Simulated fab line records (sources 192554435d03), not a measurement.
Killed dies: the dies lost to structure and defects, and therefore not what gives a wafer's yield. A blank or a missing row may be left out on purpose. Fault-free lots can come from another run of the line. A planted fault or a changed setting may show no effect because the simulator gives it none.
Chamber matching | flow n5_finfet | rie_diel-04 running N5_BEOL_M2_ETCHBACK_99: 4 sister chambers
The step etches SiO2 in CHF3, target depth 5 nm, time 10.4 s. 4 wafers are shown with their chamber, then 8 later ones without.

== WAFERS PAIRED WITH THEIR CHAMBERS ==
wafer  | chamber | showerhead_plenum_p_Torr (Torr)
L077.5 | 1       | 2.04
L085.3 | 0       | 2.22
L085.4 | 3       | 2.17
L087.2 | 2       | 2.11

== WAFERS WHOSE CHAMBER IS MISSING ==
wafer  | showerhead_plenum_p_Torr (Torr)
L087.4 | 2.03
L087.5 | 2.11
L091.3 | 2.22
L091.4 | 2.16
L091.5 | 2.22
L094.1 | 2.16
L094.4 | 2.03
L094.5 | 2.21

== EACH ONE'S CHAMBER ==
wafer  | from the rows above | in truth
L087.4 | 1                   | 1
L087.5 | 2                   | 2
L091.3 | 0                   | 0
L091.4 | 3                   | 3
L091.5 | 0                   | 0
L094.1 | 3                   | 3
L094.4 | 1                   | 1
L094.5 | 0                   | 0
8 of 8 placed correctly. Left unplaced by these rows: 0. Number placed wrongly: 0.
How it was worked out, from the rows above alone: a wafer's distance from a chamber is the root of the sum, over the readings, of the square of ((its reading less the chamber's mean) divided by the reading's scatter). If the next closest chamber is less than 2 further off than the closest, the wafer can't be placed; otherwise it belongs to the closest. The mean given for a chamber averages the wafers shown for that chamber. The scatter (one wafer shown for each chamber): square how far every hidden wafer sits from the nearest shown wafer, average those squares and take the square root.
